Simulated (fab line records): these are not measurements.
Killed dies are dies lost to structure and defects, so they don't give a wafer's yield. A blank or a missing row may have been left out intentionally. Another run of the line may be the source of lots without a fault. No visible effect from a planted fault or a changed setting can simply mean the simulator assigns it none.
fab line records ; flow n5-finfet
[record] lots = 7; wafers = 21
route steps=1938 shown BEOL_M0_SAQP@643 BEOL_M0_CUTY@705 BEOL_M0@715 BEOL_M1@770 BEOL_M2@879 BEOL_M3@938 BEOL_M4@1021
start-h: hours from the record's opening day to when the first of the lot's shown wafers began ; wait-h: time in hours since the lot's previous step ; " unchanged from the row above ; L1.1+2: a row that stands for several wafers ; - no value, or no start given ; * or withheld: withheld ; < > ~ a bound
route shown NAME@n: NAME is a module with steps in the file, n the number in the route of the first one ; usual: the fault-free wafers' mean and standard deviation ; same: alike in all rows ; chamber/n: place in a boat ; sites: per-site readings ; _std_site: standard deviation of those values ; _edge_site: mean of outer sites minus mean of inner sites ; radius-mm: how far each site lies from the wafer's centre ; mask NAME#n: copy n ; behind: the tool/chamber that last shaped the wafer ; hold: what put the lot on hold/how long, in hours/how the hold closed ; device: names the non-switching transistor (n, p or np) ; end of line: the route-end tests of the same wafers ; where a step has no rows: the recipe by itself ; killed: dies that structure and defects cost at the first sort, which is not the same as the wafer's yield ; map: shows each die of a wafer: x if killed, . if not, _ if none is there
set.NAME: the setting the step ran with; set.NAME@STEP: the setting that earlier step ran with ; model.NAME: the simulator's own value behind a step, which no gauge read
one table per step and one row per wafer, for lots whose settings were changed on purpose
[[steps]]
[step N5_BEOL_M0_SAQP_COAT_08]
[recipe] resist = CAR-ArF; spin-rpm = 1500; resist-thk-nm = 90
lot.wafer;tool;chamber;start-h;wait-h;set.spin-rpm;model.CAR-ArF_of_BEOL_M0_SAQP_COAT_08.thk-nm
L076.1;litho-track-03;0;-;-;1500;90.4
L076.5;litho-track-03;0;-;-;1397;93.4
L076.6;litho-track-03;0;-;-;1500;90.2
L077.2+6;litho-track-02;0;-;-;1500;90.6
L077.4;litho-track-02;0;-;-;1581;88.2
L079.2;litho-track-04;0;-;-;1500;89.6
L079.3;litho-track-04;0;-;-;1390;93.4
L079.4;litho-track-04;0;-;-;1390;93.6
L085.2+3;litho-track-04;0;-;-;1500;90
L085.4;litho-track-04;0;-;-;1500;89.8
L086.2+6;litho-track-02;0;-;-;1500;90.4
L086.4;litho-track-02;0;-;-;1500;90.2
L088.2;litho-track-02;0;-;-;1417;92.8
L088.5;litho-track-02;0;-;-;1500;90.2
L088.6;litho-track-02;0;-;-;1500;90.4
L096.1;litho-track-02;0;-;-;1627;86.6
L096.2;litho-track-02;0;-;-;1627;86.4
L096.4;litho-track-02;0;-;-;1500;90
[step N5_BEOL_M0_SAQP_EBR_10]
[recipe] solvent = PGMEA; ebr-width-mm = 1.5
[step N5_BEOL_M0_SAQP_SOFTBAKE_09]
[recipe] temp-c = 110; time-s = 60; resist = CAR-ArF
[step N5_BEOL_M0_SAQP_ETCH_101]
[recipe] chemistry = CH3F/O2; target = SiNx; mask-material = SiO2; target-depth-a = 299; time-s = 42.7; pressure-mtorr = 30; source-w = 395; bias-w = 73; Ar_flow_sccm = 150; CH3F_flow_sccm = 30; O2_flow_sccm = 20; ion-energy-ev = 120
[step N5_BEOL_M0_SAQP_ETCH_102]
[recipe] chemistry = CF4; target = SiO2; target-depth-a = 40; ion-energy-ev = 350; time-s = 4.4; pressure-mtorr = 10; icp-w = 800; bias-w = 400; cf4-flow-sccm = 80
[step N5_BEOL_M0_SAQP_MANDREL_ETCH_103]
[recipe] chemistry = HBr/Cl2; target = a-Si; target-depth-a = 450; bt-time-s = 10; stop-on = SiCN; mask-material = SiO2; over-etch-frac = 0.8; time-s = 27; pressure-mtorr = 10; icp-w = 800; bias-w = 75; HBr_flow_sccm = 150; Cl2_flow_sccm = 80; ends = end-point
[usual] oes-product-au = 0.688/0.01
lot.wafer;tool;chamber;start-h;wait-h;set.time-s@BEOL_M0_SAQP_PECVD_96;oes-product-au;model.etch.depth-nm
L076.1;rie-si-02;3;119.96;0.0;45.2;0.681;44.59
L076.5;rie-si-02;1;119.96;0.0;42.72;0.651;42.56
L076.6;rie-si-02;2;119.96;0.0;42.72;0.678;43.24
L077.2;rie-si-03;2;129.17;0.0;46.91;0.703;47.09
L077.4;rie-si-03;0;129.17;0.0;45.2;0.708;46.32
L077.6;rie-si-03;1;129.17;0.0;46.91;0.713;47.68
L079.2;rie-si-01;0;135.92;0.0;41.05;0.652;40.7
L079.3;rie-si-01;1;135.92;0.0;45.2;0.680;44.31
L079.4;rie-si-01;2;135.92;0.0;45.2;0.688;45.35
L085.2;rie-si-03;2;174.91;0.0;45.2;0.675;44.01
L085.3;rie-si-03;3;174.91;0.0;50.82;0.751;50.57
L085.4;rie-si-03;0;174.91;0.0;50.82;0.738;49.58
L086.2;rie-si-03;1;185.06;0.0;45.2;0.675;44.02
L086.4;rie-si-03;2;185.06;0.0;45.2;0.679;44.98
L086.6;rie-si-03;1;185.06;0.0;45.2;0.687;45.59
L088.2;rie-si-03;3;193.47;0.0;45.2;0.688;44.02
L088.5;rie-si-03;3;193.47;0.0;50.41;0.747;50.73
L088.6;rie-si-03;2;193.47;0.0;45.2;0.678;44.71
L096.1;rie-si-01;0;238.94;0.0;45.2;0.683;44.09
L096.2;rie-si-01;2;238.94;0.0;45.2;0.679;44.76
L096.4;rie-si-01;1;238.94;0.0;45.2;0.700;45.61
[step N5_BEOL_M0_CUTY_EXPOSE_54]
[recipe] mask-id = M0_ABLK; na = 1.35; source-shape = conventional; sigma-outer = 0.8; polarization = unpolarized; dose-mj = 36
lot.wafer;tool;chamber;start-h;wait-h;mask;set.dose-mj
L076.1+6;arfi-scanner-01;0;123.76;-;M0_ABLK#0;36
L076.5;arfi-scanner-01;0;123.76;-;M0_ABLK#0;33.47
L077.2+4;arfi-scanner-02;0;132.90;-;M0_ABLK#0;36
L077.6;arfi-scanner-02;0;132.90;-;M0_ABLK#0;34.74
L079.2+4;arfi-scanner-02;0;139.32;-;M0_ABLK#0;36
L079.3;arfi-scanner-02;0;139.32;-;M0_ABLK#0;34.3
L085.2+4;arfi-scanner-03;0;178.52;-;M0_ABLK#0;34.74
L085.3;arfi-scanner-03;0;178.52;-;M0_ABLK#0;36
L086.2+4+6;arfi-scanner-02;0;189.47;-;M0_ABLK#0;36
L088.2+5;arfi-scanner-03;0;196.82;-;M0_ABLK#0;34.46
L088.6;arfi-scanner-03;0;196.82;-;M0_ABLK#0;36
L096.1+2+4;arfi-scanner-03;0;242.75;-;M0_ABLK#0;36
[step N5_BEOL_M0_CUTY_PEB_55]
[recipe] peb-temp-c = 110; peb-time-s = 60; resist = CAR-ArF-block
[step N5_BEOL_M0_CUTY_DEVELOP_56]
[recipe] develop-time-s = 30; developer = TMAH; resist = CAR-ArF-block; rinse-liquid = diw; dry = air-spin; dev-temp-c = 23
[step N5_BEOL_M0_CUTY_CD_MEAS_57]
[recipe] target-cd-nm = 200; landing-energy-ev = 500; detector = se-inlens; polarity = line
[usual] cd-nm = 199.6/1.1
lot.wafer;tool;chamber;start-h;wait-h;set.dose-mj@BEOL_M0_CUTY_EXPOSE_54;cd-nm
L076.1;cd-sem-02;0;123.89;-;36;197.6
L076.5;cd-sem-02;0;123.89;-;33.47;201.3
L076.6;cd-sem-02;0;123.89;-;36;198.5
L077.2;cd-sem-03;0;133.02;-;36;200.3
L077.4;cd-sem-03;0;133.02;-;36;199.4
L077.6;cd-sem-03;0;133.02;-;34.74;202.8
L079.2;cd-sem-02;0;139.44;-;36;199.8
L079.3;cd-sem-02;0;139.44;-;34.3;203.5
L079.4;cd-sem-02;0;139.44;-;36;198.5
L085.2;cd-sem-01;0;178.64;-;34.74;202.2
L085.3;cd-sem-01;0;178.64;-;36;200.4
L085.4;cd-sem-01;0;178.64;-;34.74;201.9
L086.2;cd-sem-01;0;189.59;-;36;200.9
L086.4;cd-sem-01;0;189.59;-;36;200.6
L086.6;cd-sem-01;0;189.59;-;36;200.2
L088.2;cd-sem-01;0;196.94;-;34.46;204.3
L088.5;cd-sem-01;0;196.94;-;34.46;203.1
L088.6;cd-sem-01;0;196.94;-;36;199.8
L096.1;cd-sem-03;0;242.88;-;36;199.2
L096.2;cd-sem-03;0;242.88;-;36;198.3
L096.4;cd-sem-03;0;242.88;-;36;199.6
[step N5_BEOL_M0_ETCH_138]
[recipe] chemistry = CH3F/O2; target-depth-a = 120; target = SiCN; time-s = 31.6; ion-energy-ev = 120; pressure-mtorr = 30; source-w = 395; bias-w = 75; Ar_flow_sccm = 150; CH3F_flow_sccm = 30; O2_flow_sccm = 20; ends = cleared
[usual] rf-vpp-V = 297.3/1.6
lot.wafer;tool;chamber;start-h;wait-h;set.source-w;rf-vpp-V
L076.1;rie-diel-02;3;124.18;0.0;395;296.5
L076.5;rie-diel-02;0;124.18;0.0;395;297.1
L076.6;rie-diel-02;1;124.18;0.0;395;299.3
L077.2;rie-diel-02;1;133.34;0.0;395;298.8
L077.4;rie-diel-02;3;133.34;0.0;395;297.0
L077.6;rie-diel-02;2;133.34;0.0;457.2;280.9
L079.2;rie-diel-03;3;139.74;0.0;395;300.5
L079.3;rie-diel-03;1;139.74;0.0;395;299.5
L079.4;rie-diel-03;2;139.74;0.0;395;297.4
L085.2;rie-diel-06;0;178.93;0.0;395;299.7
L085.3;rie-diel-06;1;178.93;0.0;354.8;308.5
L085.4;rie-diel-06;3;178.93;0.0;395;294.7
L086.2;rie-diel-02;1;190.37;0.0;395;298.9
L086.4;rie-diel-02;0;190.37;0.0;395;296.7
L086.6;rie-diel-02;1;190.37;0.0;395;298.3
L088.2;rie-diel-06;1;197.51;0.0;438.5;285.3
L088.5;rie-diel-06;1;197.51;0.0;395;296.1
L088.6;rie-diel-06;0;197.51;0.0;395;299.1
L096.1;rie-diel-02;3;243.17;0.0;395;297.2
L096.2;rie-diel-02;1;243.17;0.0;395;297.9
L096.4;rie-diel-02;0;243.17;0.0;395;297.6
[step N5_BEOL_M1_ETCH_64]
[recipe] chemistry = N2/H2; target = SOC; target-depth-a = 750; overetch-a = 150; mask-material = SiARC; temp-c = 40; time-s = 112.5; ion-energy-ev = 200; pressure-mtorr = 30; source-w = 840; bias-w = 150; n2-flow-sccm = 200; h2-flow-sccm = 200
[usual] rf-vpp-V = 524.3/2.4
lot.wafer;tool;chamber;start-h;wait-h;set.source-w;rf-vpp-V
L076.1;rie-diel-01;2;131.35;0.0;840;521.8
L076.5;rie-diel-01;1;131.35;0.0;840;523.4
L076.6;rie-diel-01;3;131.35;0.0;840;525.3
L077.2;rie-diel-04;0;141.26;0.0;840;524.6
L077.4;rie-diel-04;0;141.26;0.0;978.5;498.2
L077.6;rie-diel-04;3;141.26;0.0;840;519.6
L079.2;rie-diel-05;1;147.92;0.0;974.6;496.2
L079.3;rie-diel-05;2;147.92;0.0;974.6;499.4
L079.4;rie-diel-05;3;147.92;0.0;840;525.6
L085.2;rie-diel-05;1;184.36;0.0;840;523.0
L085.3;rie-diel-05;2;184.36;0.0;840;523.5
L085.4;rie-diel-05;0;184.36;0.0;840;525.6
L086.2;rie-diel-05;3;202.53;0.0;840;525.6
L086.4;rie-diel-05;2;202.53;0.0;840;524.5
L086.6;rie-diel-05;2;202.53;0.0;840;524.6
L088.2;rie-diel-04;2;206.19;0.0;788.4;538.0
L088.5;rie-diel-04;1;206.19;0.0;840;529.0
L088.6;rie-diel-04;2;206.19;0.0;788.4;539.2
L096.1;rie-diel-01;2;251.08;0.0;717.1;548.9
L096.2;rie-diel-01;1;251.08;0.0;840;521.7
L096.4;rie-diel-01;3;251.08;0.0;840;523.6
[step N5_BEOL_M1_ALD_98]
[recipe] material = SiO2; target-thk-a = 25; temp-c = 100; ald-precursor-family = BDEAS; ald-co-reactant = O2-plasma; pulse-time-s = 1; co-reactant-pulse-time-s = 1; purge-time-s = 2; co-reactant-purge-time-s = 2; ald-cycles = 17; pressure-torr = 2
lot.wafer;tool;chamber;start-h;wait-h;set.ald-cycles;model.SiO2_of_BEOL_M1_ALD_98.thk-nm
L076.1;ald-sin-04;3;132.34;0.1;18;2.6
L076.5+6;ald-sin-04;1,0;132.34;0.1;17;2.6
L077.2+4+6;ald-sin-04;3,0,3;142.28;0.1;17;2.6
L079.2+4;ald-sin-02;1,3;148.85;0.1;15;2.2
L079.3;ald-sin-02;2;148.85;0.1;17;2.6
L085.2+3+4;ald-sin-02;1,3,2;185.79;0.6;17;2.6
L086.2+4+6;ald-sin-04;0,1,2;203.57;0.1;17;2.6
L088.2;ald-sin-04;1;207.29;0.1;17;2.4
L088.5+6;ald-sin-04;2,3;207.29;0.1;19;2.8
L096.1+4;ald-sin-04;2,0;252.03;0.1;17;2.4
L096.2;ald-sin-04;3;252.03;0.1;17;2.6
[step N5_BEOL_M1_TRENCH_ETCH_37]
[recipe] chemistry = C4F6/O2; target-depth-a = 552.07; target = SiOC; time-s = 29; ion-energy-ev = 250; pressure-mtorr = 30; source-w = 355; bias-w = 185; Ar_flow_sccm = 300; C4F6_flow_sccm = 10; O2_flow_sccm = 10
lot.wafer;tool;chamber;start-h;wait-h;set.time-s;model.etch.depth-nm;model.BEOL_M1.feature-depth-nm
L076.1;rie-diel-01;3;-;-;31.07;59.28;59.2
L076.5;rie-diel-01;3;-;-;31.07;59.34;59.4
L076.6;rie-diel-01;1;-;-;31.07;59.31;59.4
L077.2;rie-diel-04;3;-;-;29;54.33;54.4
L077.4;rie-diel-04;0;-;-;29;56.32;56.4
L077.6;rie-diel-04;0;-;-;25.8;50.44;50.4
L079.2;rie-diel-04;3;-;-;29;54.78;54.8
L079.3;rie-diel-04;2;-;-;26.88;52.62;52.6
L079.4;rie-diel-04;0;-;-;26.88;51.79;51.8
L085.2;rie-diel-01;2;-;-;29;53.93;54
L085.3;rie-diel-01;3;-;-;29;54.09;54
L085.4;rie-diel-01;1;-;-;25.81;48.42;48.4
L086.2;rie-diel-04;1;-;-;29;55.61;55.6
L086.4;rie-diel-04;3;-;-;29;57.03;57
L086.6;rie-diel-04;1;-;-;29;56.07;56
L088.2;rie-diel-01;3;-;-;32.23;61.47;61.4
L088.5;rie-diel-01;1;-;-;32.23;61.6;61.6
L088.6;rie-diel-01;2;-;-;29;55.47;55.4
L096.1;rie-diel-04;2;-;-;29;56.36;56.4
L096.2;rie-diel-04;3;-;-;29;56.93;57
L096.4;rie-diel-04;0;-;-;29;56.18;56.2
[step N5_BEOL_M1_ETCH_41]
[recipe] chemistry = CH3F/O2; target = SiCN; target-depth-a = 319; taper-deg = 2; time-s = 57.8; ion-energy-ev = 120; mask-material = TiN; pressure-mtorr = 30; source-w = 395; bias-w = 75; Ar_flow_sccm = 150; CH3F_flow_sccm = 30; O2_flow_sccm = 20
[step N5_BEOL_M1_STRIP_97]
[recipe] chemistry = N2/H2; time-s = 10; power-w = 450; temp-c = 40; pressure-mtorr = 20; rf-frequency-hz = 6e+07; bias-power-w = 7; n2-flow-sccm = 200; h2-flow-sccm = 200
[step N5_BEOL_M1_OCD_MEAS_38]
[usual] trench-depth-nm = 55.4/0.94
lot.wafer;tool;chamber;start-h;wait-h;set.time-s@BEOL_M1_TRENCH_ETCH_37;trench-depth-nm
L076.1;ocd-02;-;137.71;-;31.07;59.0
L076.5;ocd-02;-;137.71;-;31.07;58.7
L076.6;ocd-02;-;137.71;-;31.07;59.0
L077.2;ocd-02;-;149.42;-;29;54.1
L077.4;ocd-02;-;149.42;-;29;55.9
L077.6;ocd-02;-;149.42;-;25.8;51.4
L079.2;ocd-02;-;154.27;-;29;55.1
L079.3;ocd-02;-;154.27;-;26.88;52.9
L079.4;ocd-02;-;154.27;-;26.88;51.7
L085.2;ocd-01;-;192.17;-;29;53.9
L085.3;ocd-01;-;192.17;-;29;53.9
L085.4;ocd-01;-;192.17;-;25.81;48.2
L086.2;ocd-01;-;206.15;-;29;55.8
L086.4;ocd-01;-;206.15;-;29;57.3
L086.6;ocd-01;-;206.15;-;29;55.7
L088.2;ocd-02;-;209.76;-;32.23;62.1
L088.5;ocd-02;-;209.76;-;32.23;61.4
L088.6;ocd-02;-;209.76;-;29;55.6
L096.1;ocd-02;-;275.15;-;29;56.2
L096.2;ocd-02;-;275.15;-;29;57.0
L096.4;ocd-02;-;275.15;-;29;56.1
[step N5_BEOL_M2_DESCUM_33]
[recipe] chemistry = O2; time-s = 7; source-power-w = 50; bias-power-w = 20; pressure-mtorr = 20; rf-frequency-hz = 2.712e+07; temp-c = 40; resist = CAR-EUV; o2-flow-sccm = 225
lot.wafer;tool;chamber;start-h;wait-h;set.time-s;model.CAR-EUV_of_BEOL_M2_COAT_22.thk-nm
L076.1+5;rie-diel-06;2;145.65;0.0;7;26
L076.6;rie-diel-06;1;145.65;0.0;5.511;26.8
L077.2;rie-diel-03;0;159.07;0.0;7;26
L077.4+6;rie-diel-03;2,0;159.07;0.0;7;26.2
L079.2+4;rie-diel-03;1,2;162.25;0.0;5.871;26.6
L079.3;rie-diel-03;0;162.25;0.0;7;26
L085.2+3;rie-diel-06;2,3;198.60;0.0;8.529;25.4
L085.4;rie-diel-06;1;198.60;0.0;7;26.2
L086.2+6;rie-diel-02;2,3;212.64;0.1;7;26
L086.4;rie-diel-02;3;212.64;0.1;7;25.8
L088.2;rie-diel-03;2;215.65;0.0;7;26.2
L088.5+6;rie-diel-03;3,0;215.65;0.0;5.762;26.8
L096.1;rie-diel-02;1;283.43;0.0;7;26
L096.2;rie-diel-02;3;283.43;0.0;7;26.2
L096.4;rie-diel-02;3;283.43;0.0;5.88;26.8
[step N5_BEOL_M2_ETCH_77]
[recipe] chemistry = N2/H2; target = underlayer; target-depth-a = 65; mask-material = CAR-EUV; time-s = 5.2; ion-energy-ev = 200; pressure-mtorr = 30; source-w = 840; bias-w = 150; n2-flow-sccm = 200; h2-flow-sccm = 200; ends = cleared
lot.wafer;tool;chamber;start-h;wait-h;set.time-s@BEOL_M2_DESCUM_33;model.CAR-EUV_of_BEOL_M2_COAT_22.thk-nm
L076.1+5;rie-diel-06;2;145.69;0.0;7;20.4
L076.6;rie-diel-06;1;145.69;0.0;5.511;21.2
L077.2+4+6;rie-diel-03;0,2,0;159.10;0.0;7;20.4
L079.2;rie-diel-03;1;162.29;0.0;5.871;20.8
L079.3;rie-diel-03;0;162.29;0.0;7;20.4
L079.4;rie-diel-03;2;162.29;0.0;5.871;21
L085.2+3;rie-diel-06;2,3;198.63;0.0;8.529;19.6
L085.4;rie-diel-06;1;198.63;0.0;7;20.6
L086.2+4;rie-diel-02;2,3;212.68;0.0;7;20.2
L086.6;rie-diel-02;3;212.68;0.0;7;20.4
L088.2;rie-diel-03;2;215.68;0.0;7;20.4
L088.5;rie-diel-03;3;215.68;0.0;5.762;21.2
L088.6;rie-diel-03;0;215.68;0.0;5.762;21
L096.1+2;rie-diel-02;1,3;283.46;0.0;7;20.4
L096.4;rie-diel-02;3;283.46;0.0;5.88;21
[step N5_BEOL_M2_ETCH_69]
[recipe] chemistry = CF4; target = SiARC; target-depth-a = 156; mask-material = CAR-EUV; time-s = 26; ion-energy-ev = 80; pressure-mtorr = 40; source-w = 545; bias-w = 36; Ar_flow_sccm = 100; cf4-flow-sccm = 100; ends = cleared
[usual] rf-vpp-V = 184.1/1.2
lot.wafer;tool;chamber;start-h;wait-h;set.bias-w;set.time-s@BEOL_M2_DESCUM_33;rf-vpp-V;model.CAR-EUV_of_BEOL_M2_COAT_22.thk-nm
L076.1;rie-diel-06;2;145.70;0.0;34.27;7;176.1;11.2
L076.5;rie-diel-06;2;145.70;0.0;34.27;7;178.0;11.2
L076.6;rie-diel-06;1;145.70;0.0;36;5.511;184.4;12
L077.2;rie-diel-03;0;159.12;0.0;36;7;183.4;11.2
L077.4;rie-diel-03;2;159.12;0.0;36;7;183.4;11.2
L077.6;rie-diel-03;0;159.12;0.0;36;7;182.6;11.2
L079.2;rie-diel-03;1;162.30;0.0;36;5.871;184.1;11.6
L079.3;rie-diel-03;0;162.30;0.0;39.42;7;194.0;11.2
L079.4;rie-diel-03;2;162.30;0.0;39.42;5.871;194.5;11.8
L085.2;rie-diel-06;2;198.65;0.0;36;8.529;187.1;10.4
L085.3;rie-diel-06;3;198.65;0.0;36;8.529;181.8;10.4
L085.4;rie-diel-06;1;198.65;0.0;36;7;184.2;11.4
L086.2;rie-diel-02;2;212.69;0.0;36;7;184.4;11
L086.4;rie-diel-02;3;212.69;0.0;36;7;184.4;11
L086.6;rie-diel-02;3;212.69;0.0;36;7;184.1;11.2
L088.2;rie-diel-03;2;215.70;0.0;36;7;182.4;11.2
L088.5;rie-diel-03;3;215.70;0.0;40.85;5.762;201.2;11.8
L088.6;rie-diel-03;0;215.70;0.0;36;5.762;182.2;11.8
L096.1;rie-diel-02;1;283.48;0.0;36;7;183.1;11.2
L096.2;rie-diel-02;3;283.48;0.0;36;7;184.3;11.2
L096.4;rie-diel-02;3;283.48;0.0;36;5.88;183.6;11.8
[step N5_BEOL_M3_COAT_05]
[recipe] resist = CAR-EUV; spin-rpm = 1500; resist-thk-nm = 30
lot.wafer;tool;chamber;start-h;wait-h;set.spin-rpm;model.CAR-EUV_of_BEOL_M3_COAT_05.thk-nm
L076.1+6;litho-track-01;0;-;-;1589;29.2
L076.5;litho-track-01;0;-;-;1500;30
L077.2+4;litho-track-05;0;-;-;1344;31.8
L077.6;litho-track-05;0;-;-;1500;30
L079.2;litho-track-05;0;-;-;1617;29.2
L079.3+4;litho-track-05;0;-;-;1617;29
L085.2+4;litho-track-01;0;-;-;1448;30.4
L085.3;litho-track-01;0;-;-;1500;29.8
L086.2+6;litho-track-01;0;-;-;1500;30.2
L086.4;litho-track-01;0;-;-;1500;30
L088.2+6;litho-track-05;0;-;-;1500;30
L088.5;litho-track-05;0;-;-;1364;31.4
L096.1+4;litho-track-05;0;-;-;1500;30.2
L096.2;litho-track-05;0;-;-;1609;29
[step N5_BEOL_M3_EBR_07]
[recipe] solvent = PGMEA; ebr-width-mm = 1.5
[step N5_BEOL_M3_SOFTBAKE_06]
[recipe] temp-c = 110; time-s = 60; resist = CAR-EUV
[step N5_BEOL_M3_DESCUM_16]
[recipe] chemistry = O2; time-s = 7; source-power-w = 50; bias-power-w = 20; pressure-mtorr = 20; rf-frequency-hz = 2.712e+07; temp-c = 40; resist = CAR-EUV; o2-flow-sccm = 225
lot.wafer;tool;chamber;start-h;wait-h;set.spin-rpm@BEOL_M3_COAT_05;model.CAR-EUV_of_BEOL_M3_COAT_05.thk-nm
L076.1;rie-diel-05;3;158.23;0.0;1589;25.2
L076.5;rie-diel-05;1;158.23;0.0;1500;26.2
L076.6;rie-diel-05;2;158.23;0.0;1589;25.4
L077.2+4;rie-diel-05;1,3;170.58;0.0;1344;27.8
L077.6;rie-diel-05;0;170.58;0.0;1500;26.2
L079.2;rie-diel-04;2;178.57;0.2;1617;25.2
L079.3+4;rie-diel-04;0;178.57;0.2;1617;25
L085.2+4;rie-diel-04;1,3;210.24;0.0;1448;26.4
L085.3;rie-diel-04;0;210.24;0.0;1500;25.8
L086.2+4+6;rie-diel-01;1,3,1;227.64;0.0;1500;26.2
L088.2;rie-diel-01;1;227.87;0.1;1500;26
L088.5;rie-diel-01;2;227.87;0.1;1364;27.4
L088.6;rie-diel-01;3;227.87;0.1;1500;26.2
L096.1+4;rie-diel-04;2,3;291.08;0.0;1500;26.2
L096.2;rie-diel-04;1;291.08;0.0;1609;25
[step N5_BEOL_M4_ILD_DEP_00]
[recipe] material = SiOC; target-thk-a = 790; temp-c = 350; precursor = DEMS/O2; pressure-torr = 5; rf-w = 500; time-s = 15.3
lot.wafer;tool;chamber;start-h;wait-h;set.time-s;model.SiOC_of_BEOL_M4_ILD_DEP_00.thk-nm
L076.1+6;pecvd-04;1;169.27;0.0;13.07;67.2
L076.5;pecvd-04;0;169.27;0.0;15.3;78.8
L077.2;pecvd-04;2;178.41;0.0;15.3;79
L077.4;pecvd-04;0;178.41;0.0;15.3;79.2
L077.6;pecvd-04;2;178.41;0.0;15.3;80.2
L079.2;pecvd-01;0;189.57;0.0;16.88;86.6
L079.3;pecvd-01;1;189.57;0.0;16.88;87.8
L079.4;pecvd-01;2;189.57;0.0;15.3;81
L085.2;pecvd-01;1;221.86;0.0;15.3;79.6
L085.3;pecvd-01;2;221.86;0.0;14.02;71.8
L085.4;pecvd-01;1;221.86;0.0;14.02;74
L086.2;pecvd-04;2;234.57;0.0;15.3;79.2
L086.4;pecvd-04;1;234.57;0.0;15.3;80.2
L086.6;pecvd-04;1;234.57;0.0;15.3;80.4
L088.2;pecvd-04;0;236.70;0.0;15.3;78.2
L088.5;pecvd-04;2;236.70;0.0;15.3;79.6
L088.6;pecvd-04;0;236.70;0.0;15.3;79.2
L096.1;pecvd-04;0;302.22;0.0;15.3;78
L096.2;pecvd-04;1;302.22;0.0;13.51;68.4
L096.4;pecvd-04;0;302.22;0.0;15.3;79.6
[step N5_BEOL_M4_THK_MEAS_01]
[recipe] reads = SiOC_of_BEOL_M4_ILD_DEP_00
[usual] M4_ILD_THK = 79.2/1
lot.wafer;tool;chamber;start-h;wait-h;set.time-s@BEOL_M4_ILD_DEP_00;M4_ILD_THK[nm]
L076.1;film-metro-02;-;169.33;0.0;13.07;67.1
L076.5;film-metro-02;-;169.33;0.0;15.3;78.8
L076.6;film-metro-02;-;169.33;0.0;13.07;67.2
L077.2;film-metro-02;-;178.48;0.1;15.3;79.0
L077.4;film-metro-02;-;178.48;0.1;15.3;79.2
L077.6;film-metro-02;-;178.48;0.1;15.3;80.1
L079.2;film-metro-02;-;189.63;0.1;16.88;86.6
L079.3;film-metro-02;-;189.63;0.1;16.88;87.9
L079.4;film-metro-02;-;189.63;0.1;15.3;80.9
L085.2;film-metro-02;-;221.93;0.1;15.3;79.5
L085.3;film-metro-02;-;221.93;0.1;14.02;71.8
L085.4;film-metro-02;-;221.93;0.1;14.02;74.1
L086.2;film-metro-02;-;234.65;0.1;15.3;79.3
L086.4;film-metro-02;-;234.65;0.1;15.3;80.1
L086.6;film-metro-02;-;234.65;0.1;15.3;80.4
L088.2;film-metro-01;-;236.78;0.1;15.3;78.2
L088.5;film-metro-01;-;236.78;0.1;15.3;79.7
L088.6;film-metro-01;-;236.78;0.1;15.3;79.2
L096.1;film-metro-02;-;302.28;0.0;15.3;78.1
L096.2;film-metro-02;-;302.28;0.0;13.51;68.5
L096.4;film-metro-02;-;302.28;0.0;15.3;79.6
[[key]]
[split] step = N5_BEOL_M0_SAQP_COAT_08; setting = spin-rpm; stated = 1500; by = wafer
[response] step = N5_BEOL_M0_SAQP_COAT_08; reading = model.CAR-ArF_of_BEOL_M0_SAQP_COAT_08.thk-nm; change = -0.457; per = 1%; r = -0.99
[split] step = N5_BEOL_M0_CUTY_EXPOSE_54; setting = dose-mj; stated = 36; by = wafer
[response] step = N5_BEOL_M0_CUTY_CD_MEAS_57; reading = cd-nm; change = -0.667; per = 1%; r = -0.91
[split] step = N5_BEOL_M0_ETCH_138; setting = source-w; stated = 395; by = wafer
[response] step = N5_BEOL_M0_ETCH_138; reading = rf-vpp-V; change = -1.1; per = 1%; r = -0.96
[split] step = N5_BEOL_M1_ETCH_64; setting = source-w; stated = 840; by = wafer
[response] step = N5_BEOL_M1_ETCH_64; reading = rf-vpp-V; change = -1.64; per = 1%; r = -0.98
[split] step = N5_BEOL_M1_ALD_98; setting = ald-cycles; stated = 17; by = wafer
[response] step = N5_BEOL_M1_ALD_98; reading = model.SiO2_of_BEOL_M1_ALD_98.thk-nm; change = +0.0302; per = 1%; r = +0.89
[split] step = N5_BEOL_M1_TRENCH_ETCH_37; setting = time-s; stated = 29; by = wafer
[response] step = N5_BEOL_M1_TRENCH_ETCH_37; reading = model.etch.depth-nm; change = +0.48; per = 1%; r = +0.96
[response] step = N5_BEOL_M1_TRENCH_ETCH_37; reading = model.BEOL_M1.feature-depth-nm; change = +0.485; per = 1%; r = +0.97
[response] step = N5_BEOL_M1_OCD_MEAS_38; reading = trench-depth-nm; change = +0.459; per = 1%; r = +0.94
[split] step = N5_BEOL_M2_DESCUM_33; setting = time-s; stated = 7; by = wafer
[response] step = N5_BEOL_M2_DESCUM_33; reading = model.CAR-EUV_of_BEOL_M2_COAT_22.thk-nm; change = -0.0375; per = 1%; r = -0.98
[response] step = N5_BEOL_M2_ETCH_77; reading = model.CAR-EUV_of_BEOL_M2_COAT_22.thk-nm; change = -0.0392; per = 1%; r = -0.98
[response] step = N5_BEOL_M2_ETCH_69; reading = model.CAR-EUV_of_BEOL_M2_COAT_22.thk-nm; change = -0.0382; per = 1%; r = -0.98
[split] step = N5_BEOL_M2_ETCH_69; setting = bias-w; stated = 36; by = wafer
[response] step = N5_BEOL_M2_ETCH_69; reading = rf-vpp-V; change = +1.31; per = 1%; r = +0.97
[split] step = N5_BEOL_M3_COAT_05; setting = spin-rpm; stated = 1500; by = wafer
[response] step = N5_BEOL_M3_COAT_05; reading = model.CAR-EUV_of_BEOL_M3_COAT_05.thk-nm; change = -0.162; per = 1%; r = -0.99
[response] step = N5_BEOL_M3_DESCUM_16; reading = model.CAR-EUV_of_BEOL_M3_COAT_05.thk-nm; change = -0.153; per = 1%; r = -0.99
[split] step = N5_BEOL_M4_ILD_DEP_00; setting = time-s; stated = 15.3; by = wafer
[response] step = N5_BEOL_M4_ILD_DEP_00; reading = model.SiOC_of_BEOL_M4_ILD_DEP_00.thk-nm; change = +0.781; per = 1%; r = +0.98
[response] step = N5_BEOL_M4_THK_MEAS_01; reading = M4_ILD_THK; change = +0.781; per = 1%; r = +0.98
split outside-this-file step=N5_BEOL_M0_SAQP_PECVD_96 setting=time-s
// split outside-this-file: this setting was split too, and the file shows its column; the key of that split is in another file
